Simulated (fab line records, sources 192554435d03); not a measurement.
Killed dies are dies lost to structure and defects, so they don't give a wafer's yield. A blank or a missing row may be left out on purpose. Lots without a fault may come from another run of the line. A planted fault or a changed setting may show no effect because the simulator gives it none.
Split-lot experiment | flow n5_finfet | 7 lots, 39 wafers read, on a route of 1938 steps

THE SPLIT
At N5_DUMMY_GATE_ETCH_31 (etches SiO2 in C4F6/O2, target depth 82.5 nm, time 27.5 s), the setting target_depth_a was moved away from the recipe's 825 angstrom on 12 of the 39 wafers read, by -9.4% to +11.9%. The other wafers ran this setting at the recipe's value.

The reading is taken at the split's own step.

THE READING
etch.depth_nm (the simulator's own value, which no gauge read), in nm, at N5_DUMMY_GATE_ETCH_31 (etches SiO2 in C4F6/O2, target depth 82.5 nm, time 27.5 s). The file gives no usual value for it. The 27 wafers here that ran the recipe average 82.69 nm, standard deviation 2 nm.

wafer  | tool, chamber at the split | target_depth_a as run, angstrom | against the recipe | etch.depth_nm, nm | against lot-mates on the recipe
L074.1 | rie_diel-03, 1             | 825                             | recipe             | 80.6              | -
L074.2 | rie_diel-03, 2             | 747.8                           | -9.4%              | 75.99             | -5.66
L074.3 | rie_diel-03, 3             | 825                             | recipe             | 80.24             | -
L074.4 | rie_diel-03, 0             | 747.8                           | -9.4%              | 76.44             | -5.21
L074.5 | rie_diel-03, 1             | 747.8                           | -9.4%              | 73.51             | -8.14
L074.6 | rie_diel-03, 0             | 825                             | recipe             | 84.12             | -
L079.1 | rie_diel-06, 3             | 825                             | recipe             | 77.89             | -
L079.2 | rie_diel-06, 1             | 825                             | recipe             | 82.84             | -
L079.3 | rie_diel-06, 0             | 825                             | recipe             | 83.41             | -
L079.4 | rie_diel-06, 2             | 864.4                           | +4.8%              | 89.05             | +7.67
L079.5 | rie_diel-06, 2             | 864.4                           | +4.8%              | 88.83             | +7.45
L079.6 | rie_diel-06, 1             | 864.4                           | +4.8%              | 86.68             | +5.30
L080.1 | rie_diel-02, 0             | 825                             | recipe             | 82.47             | -
L080.2 | rie_diel-02, 3             | 825                             | recipe             | 81.18             | -
L080.3 | rie_diel-02, 2             | 825                             | recipe             | 82.07             | -
L080.4 | rie_diel-02, 1             | 825                             | recipe             | 84.48             | -
L080.5 | rie_diel-02, 2             | 825                             | recipe             | 82.63             | -
L080.6 | rie_diel-02, 3             | 825                             | recipe             | 80.5              | -
L082.1 | rie_diel-02, 3             | 922.8                           | +11.9%             | 90.69             | +7.83
L082.2 | rie_diel-02, 2             | 825                             | recipe             | 82.26             | -
L082.3 | rie_diel-02, 1             | 922.8                           | +11.9%             | 95.21             | +12.35
L082.4 | rie_diel-02, 3             | 825                             | recipe             | 81.45             | -
L082.5 | rie_diel-02, 1             | 825                             | recipe             | 84.86             | -
L082.6 | rie_diel-02, 2             | 922.8                           | +11.9%             | 92.41             | +9.55
L094.1 | rie_diel-02, 3             | 825                             | recipe             | 85.61             | -
L094.2 | rie_diel-02, 1             | 825                             | recipe             | 84.42             | -
L094.3 | rie_diel-02, 0             | 754                             | -8.6%              | 75.87             | -8.63
L094.4 | rie_diel-02, 2             | 754                             | -8.6%              | 76.2              | -8.30
L094.5 | rie_diel-02, 3             | 754                             | -8.6%              | 78.54             | -5.96
L094.6 | rie_diel-02, 0             | 825                             | recipe             | 83.47             | -
L095.1 | rie_diel-06, 0             | 825                             | recipe             | 82.53             | -
L095.4 | rie_diel-06, 3             | 825                             | recipe             | 78.13             | -
L095.5 | rie_diel-06, 2             | 825                             | recipe             | 84.71             | -
L097.1 | rie_diel-02, 1             | 825                             | recipe             | 84.23             | -
L097.2 | rie_diel-02, 3             | 825                             | recipe             | 85.6              | -
L097.3 | rie_diel-02, 2             | 825                             | recipe             | 82.67             | -
L097.4 | rie_diel-02, 0             | 825                             | recipe             | 82.62             | -
L097.5 | rie_diel-02, 2             | 825                             | recipe             | 82.59             | -
L097.6 | rie_diel-02, 3             | 825                             | recipe             | 85.14             | -

THE FIT
A straight line over all 39 wafers: etch.depth_nm changes by +0.816 nm for each +1% of target_depth_a; r = +0.91; the points scatter about the line by 1.9 nm.
The same after taking each lot's own level away (the mean of its wafers on the recipe; 39 wafers): +0.848 nm for each +1%; r = +0.92; scatter 1.9 nm.
On that fit, the largest move of target_depth_a shifts the reading by 10 nm.
The lots' own levels span 81.380 to 84.500 nm, that is 1.6 times the standard deviation above.
So the lot-to-lot level changes the slope little: the two slopes agree.
Check: with one of the wafers moved furthest among these (+11.9%) left out of the fit, the line predicts +10.9 nm for it against its lot-mates. It came out at +7.83 nm against them.

THE FILE'S OWN FIT
etch.depth_nm changes by +0.846 nm for each +1% of target_depth_a, r = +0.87.
